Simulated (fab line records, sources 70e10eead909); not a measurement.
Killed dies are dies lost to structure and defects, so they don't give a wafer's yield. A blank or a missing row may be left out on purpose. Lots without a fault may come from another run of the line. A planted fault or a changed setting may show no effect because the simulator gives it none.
Chamber matching | flow nand_harc | NHARC_P_STI_ETCH_42 on rie_diel-09: 4 sister chambers
The step etches the open film in N2/H2, target depth 80 nm, overetch 24 nm, time 61 s. 4 wafers are shown with their chamber, then 10 later ones without.

WAFERS WITH THEIR CHAMBER
wafer  | chamber | drypump_motor_current_A (A)
L075.6 | 0       | 6.1
L085.6 | 1       | 6.2
L089.3 | 3       | 6.8
L089.4 | 2       | 5.8

WAFERS WITHOUT THEIR CHAMBER
wafer  | drypump_motor_current_A (A)
L089.6 | 5.8
L093.2 | 5.7
L093.3 | 6.2
L093.4 | 6.1
L096.1 | 5.8
L096.2 | 6.8
L096.4 | 6.1
L097.1 | 6.0
L097.2 | 6.2
L097.3 | 6.8

WHICH CHAMBER EACH WENT THROUGH
wafer  | from the rows above | in truth
L089.6 | 2                   | 2
L093.2 | 2                   | 2
L093.3 | 1                   | 1
L093.4 | 0                   | 0
L096.1 | 2                   | 2
L096.2 | 3                   | 3
L096.4 | 0                   | 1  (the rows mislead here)
L097.1 | 0                   | 0
L097.2 | 1                   | 1
L097.3 | 3                   | 3
Placed correctly: 9 of 10. Can't be placed from these rows: 0. Placed wrongly: 1.
How it was worked out, from the rows above alone: a wafer's distance from a chamber is the root of the sum, over the readings, of the square of ((its reading less the chamber's mean) divided by the reading's scatter). The wafer belongs to the nearest chamber; if the next one is less than 2 further off, it can't be placed. A chamber's mean is the mean of its shown wafers. The scatter: with one shown wafer a chamber, the root of the mean of the squares of how far each hidden wafer lies from its nearest shown one.
